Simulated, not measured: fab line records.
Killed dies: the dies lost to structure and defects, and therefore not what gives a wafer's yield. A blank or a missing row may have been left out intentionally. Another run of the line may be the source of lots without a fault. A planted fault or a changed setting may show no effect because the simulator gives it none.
Lot-split experiment ; flow n5 finfet ; route with 1938 steps; 7 lots, 21 wafers read

== SPLIT DETAILS ==
At N5_BEOL_M5_COAT_74 (time 60 s, resist thk 5 nm), the setting spin rpm was moved away from the recipe's 1500 rpm on 6 of the 21 wafers read, by -8.1% to +11.2%. This setting was run at the recipe's value on the other wafers.

== FROM THE SPLIT TO THE READING: what the file shows between them, 5 steps ==
- N5_BEOL_M5_EXPOSE_25: exposes mask V4, defocus 10 nm (also split here: dose mj)
- N5_BEOL_M5_PEB_26: peb time 60 s
- N5_BEOL_M5_DEVELOP_27: develop time 30 s
- N5_BEOL_M5_CD_MEAS_28: target cd 30.6 nm, target cd y 20 nm
- N5_BEOL_M5_DESCUM_33: chemistry O2, time 7 s

== THE READING ==
etch.depth nm (the simulator's own value, which no gauge read), in nm, at N5_BEOL_M5_ETCH_75 (etches underlayer in N2/H2, target depth 6.5 nm, time 5.2 s). No usual value for it is given in the file. Average 5.005 nm, standard deviation 0.012 nm, over the 15 wafers here run with the recipe.

wafer;tool, chamber at the split;spin rpm as run, rpm;against the recipe;etch.depth nm, nm;against lot-mates on the recipe
L078.1;litho track-01, 0;1500;recipe;4.987;-
L078.4;litho track-01, 0;1500;recipe;4.989;-
L078.6;litho track-01, 0;1500;recipe;4.994;-
L079.2;litho track-05, 0;1668;+11.2%;4.765;-0.260
L079.3;litho track-05, 0;1668;+11.2%;4.742;-0.283
L079.5;litho track-05, 0;1500;recipe;5.025;-
L082.4;litho track-01, 0;1592;+6.1%;4.875;-0.141
L082.5;litho track-01, 0;1500;recipe;5.019;-
L082.6;litho track-01, 0;1500;recipe;5.013;-
L083.2;litho track-05, 0;1500;recipe;5.004;-
L083.4;litho track-05, 0;1638;+9.2%;4.788;-0.218
L083.6;litho track-05, 0;1500;recipe;5.008;-
L086.3;litho track-04, 0;1500;recipe;4.994;-
L086.5;litho track-04, 0;1500;recipe;4.994;-
L086.6;litho track-04, 0;1500;recipe;4.996;-
L093.1;litho track-01, 0;1500;recipe;5.013;-
L093.5;litho track-01, 0;1500;recipe;5.011;-
L093.6;litho track-01, 0;1551;+3.4%;4.92;-0.092
L097.1;litho track-05, 0;1500;recipe;5.019;-
L097.5;litho track-05, 0;1500;recipe;5.007;-
L097.6;litho track-05, 0;1378;-8.1%;5.212;+0.199

FIT RESULTS
A straight line over all 21 wafers: etch.depth nm changes by -0.0232 nm for each +1% of spin rpm; r = -0.99; the points scatter about the line by 0.012 nm.
The same after taking each lot's own level away (the mean of its wafers on the recipe; 21 wafers): -0.0241 nm for each +1%; r = -1.00; scatter 0.0055 nm.
On that fit, the largest move of spin rpm shifts the reading by 0.27 nm.
The span of the lots' own levels, 4.9900 to 5.0250 nm, comes to 3.0 times the standard deviation stated above.
Hence the lot-to-lot level has little effect on the slope; both slopes agree.
Check: -0.274 nm against its lot-mates is what the line predicts for one of the wafers moved furthest among these (+11.2%) when that wafer is left out of the fit. Against them it came out at -0.26 nm.

== ADDITIONAL SPLITS CARRIED BY THESE WAFERS ==
These wafers also went through other splits before the reading. Each is held against what the fit with the lots' levels taken away leaves over:
other split on the same wafers;wafers away from the commonest value;r with etch.depth nm (lot level and that fit taken away)
N5_BEOL_M1_ETCH_70 time s;7;+0.05
N5_BEOL_M1_TRENCH_ETCH_37 time s;10;-0.24
N5_BEOL_M2_TRENCH_ETCH_37 source w;3;+0.22
N5_BEOL_M3_COAT_22 spin rpm;8;-0.05
N5_BEOL_M3_ETCH_70 source w;4;-0.08
N5_BEOL_M3_ETCH_41 target depth a;6;-0.11
N5_BEOL_M4_ETCH_70 time s;9;+0.44
N5_BEOL_M4_TRENCH_ETCH_37 bias w;8;+0.36
N5_BEOL_M5_EXPOSE_25 dose mj;7;-0.12

== FILE'S OWN FIT ==
etch.depth nm changes by -0.0241 nm for each +1% of spin rpm, r = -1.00.
